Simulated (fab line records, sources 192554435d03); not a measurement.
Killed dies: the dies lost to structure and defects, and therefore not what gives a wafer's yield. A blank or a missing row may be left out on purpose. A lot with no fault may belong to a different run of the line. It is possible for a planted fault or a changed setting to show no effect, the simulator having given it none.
fab line records	flow n5Finfet
record lots=6	wafers=16	lastDay=18
route steps=1938 shown BEOL_M2@875 BEOL_M4@1111 PASSIVATION@1936
lots with no fault: from the same line, run without faults
startH: hours from the record's opening day to when the first of the lot's shown wafers began	waitH: hours since the lot's step before	" the same as in the row above	L1.1+2: a single row standing in for several wafers	- no value present, or no start provided	* or withheld: withheld	< > ~ a bound
route shown NAME@n: NAME is a module with steps in the file, n the number in the route of the first one	usual: the fault-free wafers' mean and standard deviation	same: alike in all rows	chamber/n: place in a boat	sites: readings site by site	_std_site: the values' standard deviation	_edge_site: outer sites' mean less inner sites'	radiusMm: how far each site lies from the wafer's centre	mask NAME#n: copy n	behind: the tool/chamber that last shaped the wafer	hold: what put the lot on hold/how long, in hours/how the hold closed	device: the n, p or np transistor that did not switch	end of line: the same wafers' tests at the end of the route	a step given without rows: its recipe and nothing more	killed: dies that structure and defects cost at the first sort, which is not the same as the wafer's yield	map: a wafer's dies, x killed, . not, _ none there
set.NAME: the setting the step ran with; set.NAME@STEP: the setting that earlier step ran with	model.NAME: the simulator's own value behind a step, which no gauge read
a table for each step, a row for each wafer; lots at some steps of the route
services: the hour from which a tool's chamber was out of use, counted from the record's first day as startH (under 0 if before that day), plus the number of hours and why
## steps
# step N5_BEOL_M2_DEVELOP_27
# recipe developTimeS=30	developer=TMAH	resist=CAR-EUV	rinseLiquid=surfactantRinse	dry=airSpin	devTempC=23
# step N5_BEOL_M2_CD_MEAS_28
# recipe targetCdNm=26.2	landingEnergyEv=500	detector=seInlens	targetCdYNm=24.1	polarity=opening
# usual cdNm=26.17/0.23
# same landingEnergyEv=500
lot.wafer	tool	chamber	startH	waitH	cdNm
L359.1	cdSem-02	0	137.72	-	26.42
L359.3	"	0	"	"	25.98
L359.5	"	0	"	"	25.97
L364.4	cdSem-02	0	168.59	-	26.04
L364.5	"	0	"	"	26.33
L364.6	"	0	"	"	26.07
L367.1	cdSem-03	0	186.66	-	26.05
L367.2	"	0	"	"	26.03
L367.4	"	0	"	"	26.05
L368.2	cdSem-01	0	189.29	-	26.00
L368.4	"	0	"	"	26.60
L368.6	"	0	"	"	26.58
L377.1	cdSem-01	0	257.95	-	26.23
L377.2	"	0	"	"	26.34
L379.3	cdSem-01	0	270.19	-	26.36
L379.6	"	0	"	"	25.71
# step N5_BEOL_M2_OVL_MEAS_29
# recipe pointsPerWafer=522
# usual V1_OVL=-0.6/0.64
# same pointsPerWafer=522
lot.wafer	tool	chamber	startH	waitH	V1_OVL[nm]
L359.1	overlay-02	0	137.75	0.0	-0.1
L359.3	"	0	"	"	-0.6
L359.5	"	0	"	"	-0.2
L364.4	overlay-02	0	168.64	0.0	-0.3
L364.5	"	0	"	"	-0.1
L364.6	"	0	"	"	0.1
L367.1	overlay-02	0	186.69	0.0	-1.1
L367.2	"	0	"	"	-0.7
L367.4	"	0	"	"	-0.7
L368.2	overlay-01	0	189.32	0.0	-1.1
L368.4	"	0	"	"	0.0
L368.6	"	0	"	"	-0.3
L377.1	overlay-02	0	257.98	0.0	0.6
L377.2	"	0	"	"	-0.8
L379.3	overlay-02	0	270.23	0.0	-0.7
L379.6	"	0	"	"	0.1
# step N5_BEOL_M2_INSPECT_30
# recipe mode=adi	inspectInstrument=brightfield
# usual rawDefectCount=433/86
lot.wafer	tool	chamber	startH	waitH	rawDefectCount
L359.1	defectInspect-01	-	137.81	0.1	398
L359.3	"	-	"	"	334
L359.5	"	-	"	"	490
L364.4	defectInspect-02	-	168.68	0.0	470
L364.5	"	-	"	"	404
L364.6	"	-	"	"	368
L367.1	defectInspect-02	-	186.75	0.1	491
L367.2	"	-	"	"	416
L367.4	"	-	"	"	334
L368.2	defectInspect-02	-	189.37	0.0	420
L368.4	"	-	"	"	304
L368.6	"	-	"	"	537
L377.1	defectInspect-02	-	258.04	0.1	558
L377.2	"	-	"	"	367
L379.3	defectInspect-02	-	270.28	0.0	443
L379.6	"	-	"	"	471
# step N5_BEOL_M2_DESCUM_33
# recipe chemistry=O2	timeS=7	sourcePowerW=50	biasPowerW=20	pressureMtorr=20	rfFrequencyHz=2.712e+07	tempC=40	resist=CAR-EUV	o2FlowSccm=225
# usual chamberPressureMTorr=20.002/0.02	drypumpMotorCurrentA=5.7/0.36	o2FlowSccm=225.0/0.72	oesProductAu=0.82/0.092	rfVppV=243.9/1.2	showerheadPlenumPTorr=2.15/0.049	throttleValvePct=20.3/0.33
lot.wafer	tool	chamber	startH	waitH	chamberPressureMTorr	drypumpMotorCurrentA	o2FlowSccm	oesProductAu	rfHoursCounterH	rfVppV	showerheadPlenumPTorr	throttleValvePct
L359.1	rieDiel-01	3	137.85	0.0	20.004	5.2	223.6	0.90	31	242.9	2.13	20.1
L359.3	"	2	"	"	19.971	5.9	225.1	0.85	46	245.8	2.21	20.1
L359.5	"	2	"	"	20.031	5.9	224.8	0.85	-	243.8	2.22	20.1
L364.4	rieDiel-04	1	168.91	0.2	19.980	6.2	225.2	0.72	196	242.6	2.18	20.9
L364.5	"	1	"	"	19.985	6.2	225.6	0.72	-	244.5	2.18	20.9
L364.6	"	2	"	"	19.989	5.9	225.5	0.73	-	241.9	2.09	20.6
L367.1	rieDiel-06	1	186.80	0.0	20.009	5.6	226.1	0.81	84	242.9	2.12	20.6
L367.2	"	2	"	"	20.000	5.6	225.9	0.68	252	243.7	2.15	20.3
L367.4	"	0	"	"	19.996	5.2	225.6	0.97	-	243.1	2.15	19.8
L368.2	rieDiel-06	1	189.41	0.0	20.006	5.6	224.1	0.81	85	242.9	2.12	20.6
L368.4	"	1	"	"	19.966	5.6	224.4	0.81	-	243.1	2.12	20.6
L368.6	"	0	"	"	19.958	5.2	225.3	0.98	-	244.4	2.15	19.8
L377.1	rieDiel-06	0	258.33	0.3	20.024	5.2	224.0	0.91	31	243.8	2.14	19.9
L377.2	"	2	"	"	20.022	5.6	224.1	0.92	17	245.2	2.14	20.0
L379.3	rieDiel-04	3	270.31	0.0	19.977	5.5	223.9	0.86	40	243.8	2.15	20.2
L379.6	"	3	"	"	20.027	5.5	224.2	0.85	-	243.9	2.15	20.2
# step N5_BEOL_M2_ETCH_77
# recipe chemistry=N2/H2	target=underlayer	targetDepthA=65	maskMaterial=CAR-EUV	timeS=5.2	ionEnergyEv=200	pressureMtorr=30	sourceW=840	biasW=150	n2FlowSccm=200	h2FlowSccm=200	ends=cleared
# usual chamberPressureMTorr=30.00/0.044	drypumpMotorCurrentA=5.7/0.36	etchRfOnTimeS=5.20/0.099	oesProductAu=0.70/0.076	rfVppV=525.5/2.1	showerheadPlenumPTorr=2.59/0.063	throttleValvePct=17.6/0.35
lot.wafer	tool	chamber	startH	waitH	chamberPressureMTorr	drypumpMotorCurrentA	etchRfOnTimeS	oesProductAu	rfHoursCounterH	rfVppV	showerheadPlenumPTorr	throttleValvePct
L359.1	rieDiel-01	3	137.88	0.0	30.04	5.2	5.04	0.76	31	527.9	2.58	17.5
L359.3	"	2	"	"	29.97	5.9	5.36	0.71	46	529.9	2.70	17.5
L359.5	"	2	"	"	29.94	5.9	5.34	0.71	-	527.0	2.70	17.5
L364.4	rieDiel-04	1	168.94	0.0	30.05	6.2	5.15	0.63	196	524.7	2.63	18.1
L364.5	"	1	"	"	29.96	6.2	5.14	0.64	-	527.6	2.63	18.1
L364.6	"	2	"	"	30.01	5.9	5.22	0.62	-	524.1	2.51	17.9
L367.1	rieDiel-06	1	186.84	0.0	29.97	5.6	5.18	0.69	84	525.8	2.56	17.8
L367.2	"	2	"	"	30.01	5.7	5.18	0.58	252	528.3	2.62	17.9
L367.4	"	0	"	"	29.95	5.2	5.19	0.82	-	527.2	2.58	17.0
L368.2	rieDiel-06	1	189.44	0.0	30.00	5.5	5.24	0.69	85	525.8	2.56	17.8
L368.4	"	1	"	"	29.99	5.6	5.30	0.69	-	527.3	2.56	17.8
L368.6	"	0	"	"	29.99	5.2	5.26	0.82	-	526.3	2.58	17.0
L377.1	rieDiel-06	0	258.37	0.0	30.02	5.2	5.18	0.76	31	524.7	2.57	17.0
L377.2	"	2	"	"	30.07	5.6	5.14	0.77	17	524.0	2.61	17.5
L379.3	rieDiel-04	3	270.35	0.0	29.97	5.5	5.09	0.74	40	523.4	2.57	17.3
L379.6	"	3	"	"	29.98	5.5	5.17	0.73	-	526.2	2.57	17.3
# step N5_BEOL_M2_ETCH_69
# recipe chemistry=CF4	target=SiARC	targetDepthA=156	maskMaterial=CAR-EUV	timeS=26	ionEnergyEv=80	pressureMtorr=40	sourceW=545	biasW=36	Ar_flow_sccm=100	cf4FlowSccm=100	ends=cleared
# usual cf4FlowSccm=99.97/0.29	chamberPressureMTorr=40.00/0.036	drypumpMotorCurrentA=5.7/0.36	etchRfOnTimeS=26.0/0.5	oesProductAu=0.70/0.076	rfVppV=184.5/1.1	showerheadPlenumPTorr=2.19/0.046	throttleValvePct=15.4/0.34
lot.wafer	tool	chamber	startH	waitH	cf4FlowSccm	chamberPressureMTorr	drypumpMotorCurrentA	etchRfOnTimeS	oesProductAu	rfHoursCounterH	rfVppV	showerheadPlenumPTorr	throttleValvePct
L359.1	rieDiel-01	3	137.90	0.0	100.64	40.02	5.2	25.0	0.77	31	186.2	2.19	15.3
L359.3	"	2	"	"	99.71	40.01	5.9	26.6	0.72	46	185.1	2.24	15.2
L359.5	"	2	"	"	99.73	39.97	5.9	26.4	0.72	-	186.7	2.24	15.2
L364.4	rieDiel-04	1	168.96	0.0	100.66	39.93	6.3	25.7	0.63	196	184.6	2.21	16.0
L364.5	"	1	"	"	100.53	40.03	6.2	25.9	0.63	-	184.0	2.21	16.0
L364.6	"	2	"	"	99.47	40.00	6.0	26.3	0.62	-	185.0	2.12	15.7
L367.1	rieDiel-06	1	186.85	0.0	99.50	40.02	5.5	26.5	0.69	84	184.6	2.15	15.6
L367.2	"	2	"	"	100.29	39.98	5.6	25.4	0.59	252	185.1	2.19	15.5
L367.4	"	0	"	"	99.84	40.01	5.2	26.1	0.82	-	184.4	2.19	15.0
L368.2	rieDiel-06	1	189.46	0.0	100.22	40.04	5.6	26.2	0.70	85	185.7	2.15	15.6
L368.4	"	1	"	"	99.79	40.00	5.6	26.4	0.69	-	183.4	2.15	15.6
L368.6	"	0	"	"	100.17	39.99	5.2	25.8	0.82	-	183.8	2.19	15.0
L377.1	rieDiel-06	0	258.38	0.0	100.13	40.04	5.2	26.3	0.76	31	184.5	2.18	15.0
L377.2	"	2	"	"	100.00	39.93	5.6	25.7	0.79	17	184.0	2.18	15.1
L379.3	rieDiel-04	3	270.37	0.0	100.01	40.04	5.5	26.0	0.73	40	184.6	2.18	15.2
L379.6	"	3	"	"	100.29	40.00	5.4	26.0	0.73	-	185.4	2.18	15.2
# step N5_BEOL_M2_ALD_98
# recipe material=SiO2	targetThkA=25	tempC=100	aldPrecursorFamily=BDEAS	aldCoReactant=O2-plasma	pulseTimeS=1	coReactantPulseTimeS=1	purgeTimeS=2	coReactantPurgeTimeS=2	aldCycles=17	pressureTorr=2
# usual heaterPowerW=76/3.9	precursorPulseHeightRel=1.001/0.02
lot.wafer	tool	chamber	startH	waitH	heaterPowerW	precursorPulseHeightRel
L359.1	aldSin-02	1	137.98	0.1	75	0.976
L359.3	"	2	"	"	76	0.967
L359.5	"	3	"	"	76	1.038
L364.4	aldSin-04	1	169.09	0.1	71	1.009
L364.5	"	3	"	"	73	1.004
L364.6	"	0	"	"	81	1.007
L367.1	aldSin-01	0	187.42	0.5	71	1.005
L367.2	"	3	"	"	76	1.001
L367.4	"	3	"	"	78	1.003
L368.2	aldSin-02	3	189.54	0.1	76	0.993
L368.4	"	0	"	"	71	0.986
L368.6	"	2	"	"	81	1.006
L377.1	aldSin-02	2	258.74	0.3	77	1.047
L377.2	"	1	"	"	73	0.971
L379.3	aldSin-02	0	270.68	0.3	71	0.996
L379.6	"	0	"	"	71	0.977
# step N5_BEOL_M2_ETCHBACK_99
# recipe chemistry=CHF3	target=SiO2	targetDepthA=50	timeS=10.4	sourceW=215	biasW=47	Ar_flow_sccm=200	CHF3_flow_sccm=12	ionEnergyEv=100	pressureMtorr=30
# step N5_BEOL_M2_ETCH_70
# recipe chemistry=N2/H2	target=SOC	targetDepthA=800	overetchA=240	maskMaterial=SiARC	tempC=40	timeS=130	ionEnergyEv=200	pressureMtorr=30	sourceW=840	biasW=150	n2FlowSccm=200	h2FlowSccm=200
# usual chamberPressureMTorr=29.999/0.029	drypumpMotorCurrentA=5.7/0.36	oesProductAu=0.60/0.061	rfVppV=525.5/2	showerheadPlenumPTorr=2.59/0.068	throttleValvePct=17.6/0.33
lot.wafer	tool	chamber	startH	waitH	chamberPressureMTorr	drypumpMotorCurrentA	oesProductAu	rfHoursCounterH	rfVppV	showerheadPlenumPTorr	throttleValvePct
L359.1	rieDiel-01	2	147.89	0.0	29.954	5.9	0.61	50	528.7	2.70	17.5
L359.3	"	1	"	"	30.034	5.3	0.54	193	526.3	2.62	17.9
L359.5	"	2	"	"	29.980	5.9	0.62	-	528.8	2.70	17.5
L364.4	rieDiel-04	2	177.15	0.0	30.002	5.9	0.54	200	523.7	2.51	17.9
L364.5	"	2	"	"	29.995	5.9	0.54	-	523.3	2.51	17.9
L364.6	"	3	"	"	30.037	5.5	0.68	-	524.8	2.58	17.2
L367.1	rieDiel-04	3	192.18	0.0	29.965	5.5	0.67	14	526.5	2.58	17.2
L367.2	"	0	"	"	30.003	6.1	0.67	31	524.9	2.59	17.3
L367.4	"	1	"	"	29.964	6.2	0.54	203	527.2	2.63	18.1
L368.2	rieDiel-04	3	192.71	0.0	29.991	5.5	0.66	14	525.6	2.58	17.2
L368.4	"	0	"	"	29.997	6.1	0.67	31	525.9	2.59	17.3
L368.6	"	3	"	"	29.988	5.5	0.67	-	523.7	2.58	17.2
L377.1	rieDiel-01	0	264.20	0.0	30.017	5.9	0.63	50	529.0	2.69	17.3
L377.2	"	1	"	"	30.028	5.3	0.52	236	526.0	2.60	17.9
L379.3	rieDiel-01	0	275.66	0.0	29.947	5.9	0.62	53	526.9	2.69	17.3
L379.6	"	0	"	"	30.003	5.9	0.62	-	529.0	2.69	17.3
# step N5_BEOL_M2_STRIP_71
# recipe chemistry=N2/H2	tempC=40	n2FlowSccm=200	h2FlowSccm=200	rfFrequencyHz=6e+07
# step N5_BEOL_M2_STRIP_78
# recipe chemistry=N2/H2	tempC=40	n2FlowSccm=200	h2FlowSccm=200	rfFrequencyHz=6e+07
# step N5_BEOL_M2_VIA_ETCH_34
# recipe chemistry=C4F6/O2	targetDepthA=694	maskMaterial=SOC	pressureMtorr=15	ionEnergyEv=250	taperDeg=4	timeS=65.9	sourceW=350	biasW=170	Ar_flow_sccm=300	C4F6_flow_sccm=10	O2_flow_sccm=10
# usual chamberPressureMTorr=14.998/0.013	drypumpMotorCurrentA=5.7/0.36	oes_f_703_au=0.81/0.083	oesProductAu=0.81/0.091	rfVppV=668/17	showerheadPlenumPTorr=2.91/0.069	throttleValvePct=30.6/0.38
lot.wafer	tool	chamber	startH	waitH	chamberPressureMTorr	drypumpMotorCurrentA	oes_f_703_au	oesProductAu	rfHoursCounterH	rfVppV	showerheadPlenumPTorr	throttleValvePct	model.etch.depthNm	model.SOC_of_BEOL_M2_COAT_67.thkNm
L359.1	rieDiel-01	2	148.00	0.0	14.982	5.9	0.85	0.83	50	654	2.97	30.1	68.09	51.6
L359.3	"	1	"	"	14.992	5.3	0.73	0.73	193	667	2.95	30.9	68.28	51.8
L359.5	"	2	"	"	15.017	6.0	0.84	0.84	-	654	2.97	30.1	68.81	51.6
L364.4	rieDiel-04	2	177.26	0.0	15.001	5.9	0.72	0.73	200	673	2.83	30.9	69.69	51.6
L364.5	"	2	"	"	14.984	5.9	0.72	0.72	-	673	2.83	30.9	69.26	51.8
L364.6	"	3	"	"	15.024	5.5	0.90	0.93	-	701	2.91	30.3	71.14	51.6
L367.1	rieDiel-04	3	192.28	0.0	14.983	5.5	0.88	0.91	14	701	2.91	30.3	70.78	51.6
L367.2	"	0	"	"	15.021	6.1	0.92	0.91	31	674	2.89	30.2	69.51	51.8
L367.4	"	1	"	"	15.005	6.3	0.75	0.73	203	662	2.96	31.2	68.55	52
L368.2	rieDiel-04	3	192.82	0.0	15.002	5.5	0.88	0.92	14	701	2.91	30.3	70.93	51.6
L368.4	"	0	"	"	14.978	6.1	0.92	0.93	31	676	2.89	30.2	70.62	51.4
L368.6	"	3	"	"	15.004	5.5	0.89	0.93	-	700	2.91	30.3	71.97	51.4
L377.1	rieDiel-01	0	264.31	0.0	14.996	5.9	0.82	0.84	50	666	3.03	30.5	68.61	51.8
L377.2	"	1	"	"	14.989	5.3	0.71	0.84	236	667	2.93	31.0	89.21	49.6
L379.3	rieDiel-01	0	275.77	0.0	14.997	5.9	0.82	0.85	53	666	3.02	30.5	69.63	51.6
L379.6	"	0	"	"	15.001	5.9	0.81	1.01	-	667	3.02	30.5	90.99	49.2
# step N5_BEOL_M2_STRIP_83
# recipe chemistry=C4F6/O2	resist=SiARC	rfFrequencyHz=6e+07
# step N5_BEOL_M4_RC_MEAS_101
# usual DIBL_N=36.0/1.9	DIBL_P=35.6/2.2	IOFF_N=0.15/0.031	IOFF_P=0.19/0.032	ION_N=668/11	ION_P=455/7.2	SS_N=71.5/0.65	SS_P=73.4/0.64	VT_N=251/3.6	VT_P=-253/3.3
lot.wafer	tool	chamber	startH	waitH	DIBL_N[mV/V]	DIBL_P[mV/V]	IOFF_N[nA/um]	IOFF_P[nA/um]	ION_N[uA/um]	ION_P[uA/um]	SS_N[mV/dec]	SS_P[mV/dec]	VT_N[mV]	VT_P[mV]
L359.1	prober-01	0	190.02	0.0	37.8	36.5	0.18	0.22	673	455	70.8	72.9	247	-249
L359.3	"	0	"	"	34.8	32.4	0.13	0.16	662	458	70.9	72.3	254	-255
L359.5	"	0	"	"	34.9	32.4	0.13	0.16	660	450	70.6	72.4	253	-253
L364.4	prober-02	0	242.13	0.5	34.6	33.7	0.12	0.16	663	444	71.3	73.2	256	-254
L364.5	"	0	"	"	32.3	32.2	0.10	0.14	647	446	71.1	72.6	259	-256
L364.6	"	0	"	"	34.6	33.3	0.12	0.16	641	442	71.9	72.5	256	-255
L367.1	prober-02	0	247.70	0.0	34.4	33.2	0.13	0.18	664	457	71.7	73.2	256	-251
L367.2	"	0	"	"	32.4	31.0	0.10	0.16	646	454	70.7	72.4	256	-250
L367.4	"	0	"	"	35.5	35.2	0.15	0.21	670	459	71.5	74.2	252	-250
L368.2	prober-02	0	277.37	0.2	34.3	34.2	0.13	0.18	665	452	72.5	72.6	252	-252
L368.4	"	0	"	"	32.2	32.5	0.11	0.16	653	449	70.8	72.8	253	-253
L368.6	"	0	"	"	34.1	35.5	0.14	0.20	666	458	71.3	73.2	250	-251
L377.1	prober-02	0	313.66	0.0	39.0	37.8	0.18	0.21	668	457	71.8	74.2	249	-252
L377.2	"	0	"	"	36.6	35.2	0.15	0.18	674	453	70.4	73.2	252	-253
L379.3	prober-02	0	322.74	0.3	36.7	36.8	0.16	0.21	679	462	71.7	74.5	253	-251
L379.6	"	0	"	"	36.2	35.4	0.14	0.19	658	449	71.9	73.3	256	-252
# step N5_PASSIVATION_PROBE_49
# usual defectLimitedYield=91.3/1.4	killed_at_M0_to_M3=34/10	killed_at_M4_up=14/5.5	killedAtContacts=12/6	killedAtFrontEnd=40/10	killedAtOther=3.0/2.4	killedDies=103/17	killedOpen=68/13	killedShort=34/7.8	sort_bin_5_function=5.1/0.97	sort_bin_6_memory=3.3/0.66	sort_bin_8_speed=0.02/0.12	sortNPass=1077/17	sortYieldPct=91.2/1.4
# same grossDies=1180	killedAtBackSide=0	sort_bin_4_leakage[%]=0
lot.wafer	tool	chamber	startH	waitH	defectLimitedYield[%]	killed_at_M0_to_M3	killed_at_M4_up	killedAtContacts	killedAtFrontEnd	killedAtOther	killedDies	killedOpen	killedShort	sort_bin_5_function[%]	sort_bin_6_memory[%]	sort_bin_8_speed[%]	sortNPass	sortYieldPct[%]
L367.1	prober-01	-	356.61	0.0	91.6	35	14	16	29	5	99	75	24	4.5	3.6	0	1081	91.6
L367.2	prober-01	-	356.66	0.1	90.0	38	13	19	45	3	118	79	38	5.6	4.2	0	1062	90.0
L367.4	prober-01	-	356.76	0.2	89.5	42	8	15	49	10	124	73	47	6.8	3.3	0	1056	89.5
L368.2	prober-02	-	378.52	0.1	93.5	21	16	12	27	1	77	47	24	4.1	1.7	0	1103	93.5
L368.4	prober-02	-	378.62	0.2	92.7	22	17	11	32	4	86	66	18	4.3	2.9	0	1094	92.7
L368.6	prober-02	-	378.72	0.3	93.6	20	18	5	31	2	76	44	25	3.4	2.4	0	1104	93.6
L377.1	prober-01	-	422.07	0.0	90.5	36	12	11	53	0	112	81	31	5.2	4.2	0	1068	90.5
L377.2	prober-01	-	422.12	0.1	88.3	58	11	21	47	1	138	85	50	6.2	5.2	0	1042	88.3
# killed by level:class
L367.1 MOL_CONTACT_COAG:geometricParticle:open=13 BEOL_M0_SAQP:geometricParticle:open=10 FIN_SAQP:geometricParticle:open=7 BEOL_M3:geometricParticle:open=7 BEOL_M4:geometricParticle:open=6 STI_FIN_REVEAL:geometricParticle:open=5 BEOL_M0_SAQP:geometricParticle:short=5 STARTING-WAFER:geometricParticle:open=5
L367.2 MOL_CONTACT_COAG:geometricParticle:open=16 FIN_SAQP:geometricParticle:open=11 FIN_SAQP:geometricParticle:short=11 BEOL_M0_SAQP:geometricParticle:open=10 BEOL_M2:geometricParticle:open=9 BEOL_M1:geometricParticle:open=7 BEOL_M1:geometricParticle:short=5 STARTING-WAFER:geometricParticle:open=5
L367.4 MOL_CONTACT_COAG:geometricParticle:open=13 FIN_SAQP:geometricParticle:open=11 FIN_SAQP:geometricParticle:short=9 GATE_CUT:geometricParticle:short=9 BEOL_M2:geometricParticle:open=9 BEOL_M3:geometricParticle:open=7 BEOL_M0_SAQP:geometricParticle:open=6 BEOL_M0_SAQP:geometricParticle:short=6
L368.2 STI_FIN_REVEAL:geometricParticle:open=8 MOL_CONTACT_COAG:geometricParticle:open=7 BEOL_M4:geometricParticle:open=6 MOL_CONTACT_COAG:geometricParticle:short=5 DUMMY_GATE:geometricParticle:open=4 BEOL_M0_SAQP:geometricParticle:short=4 BEOL_M0_SAQP:geometricParticle:open=4 BEOL_M2:geometricParticle:short=4
L368.4 BEOL_M2:geometricParticle:open=12 STI_FIN_REVEAL:geometricParticle:open=10 MOL_CONTACT_COAG:geometricParticle:open=10 ILD0:geometricParticle:open=4 ILD0:geometricParticle:short=3 GATE_CUT:geometricParticle:open=3 BEOL_M4:geometricParticle:open=3 BEOL_M6:geometricParticle:open=3
L368.6 BEOL_M4:geometricParticle:open=8 GATE_CUT:geometricParticle:short=5 MOL_CONTACT_COAG:geometricParticle:open=5 BEOL_M2:geometricParticle:open=5 HKMG_FIN:areaEtch=5 FIN_SAQP:geometricParticle:open=3 GATE_CUT:geometricParticle:open=3 BEOL_M0_SAQP:geometricParticle:short=3
L377.1 STI_FIN_REVEAL:geometricParticle:open=11 BEOL_M3:geometricParticle:open=11 FIN_SAQP:geometricParticle:open=10 MOL_CONTACT_COAG:geometricParticle:open=10 BEOL_M0_SAQP:geometricParticle:short=7 DUMMY_GATE:geometricParticle:open=6 STARTING-WAFER:geometricParticle:open=6 BEOL_M0_SAQP:geometricParticle:open=6
L377.2 BEOL_M0_SAQP:geometricParticle:short=18 MOL_CONTACT_COAG:geometricParticle:open=17 FIN_SAQP:geometricParticle:open=14 BEOL_M3:geometricParticle:open=14 BEOL_M0_SAQP:geometricParticle:open=12 BEOL_M4:geometricParticle:open=7 DUMMY_GATE:geometricParticle:open=7 FIN_SAQP:geometricParticle:short=4
## services
tool	chamber	startH	hours	kind
rieDiel-04	3	130.10	-	clean
rieDiel-04	3	130.10	-	consumableReplace:focusRing
rieDiel-04	3	130.10	23.7	scheduledDown
rieDiel-04	3	130.10	23.7	ventCycle
rieDiel-06	0	130.10	4.0	repair
rieDiel-06	0	141.88	-	clean
rieDiel-06	0	141.88	-	consumableReplace:focusRing
rieDiel-06	0	141.88	33.7	scheduledDown
rieDiel-06	0	141.88	33.7	ventCycle
rieDiel-01	3	156.77	43.4	repair
aldSin-02	-	157.48	6.1	pm
aldSin-04	2	168.95	1.8	repair
rieDiel-04	1	171.89	1.4	repair
rieDiel-06	3	181.80	17.0	repair
aldSin-01	0	190.28	2.5	repair
rieDiel-06	2	198.81	-	clean
rieDiel-06	2	198.81	-	consumableReplace:focusRing
rieDiel-06	2	198.81	16.9	scheduledDown
rieDiel-01	-	202.64	0.5	repair
aldSin-02	1	214.48	2.8	repair
aldSin-02	0	225.36	14.4	repair
rieDiel-01	-	252.18	2.8	pm
aldSin-01	-	268.25	14.0	pm
aldSin-02	2	275.39	3.6	repair
## key
firstSign none at tools or gauges
modelEffect step=N5_BEOL_M2_VIA_ETCH_34	value=etch.depthNm	without=68.21	struck=90.1
metAt N5_BEOL_M2_VIA_ETCH_34
struckWafers L377.2,L379.6
onsetBetween 148.00 264.31
fault kind=processParameterDrift	tool=rieDiel-01	chamber=-	onsetH=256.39	steps=N5_BEOL_M2_VIA_ETCH_34	channel=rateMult	offset=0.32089	shape=step	endH=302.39	scope=struckWafersOnly
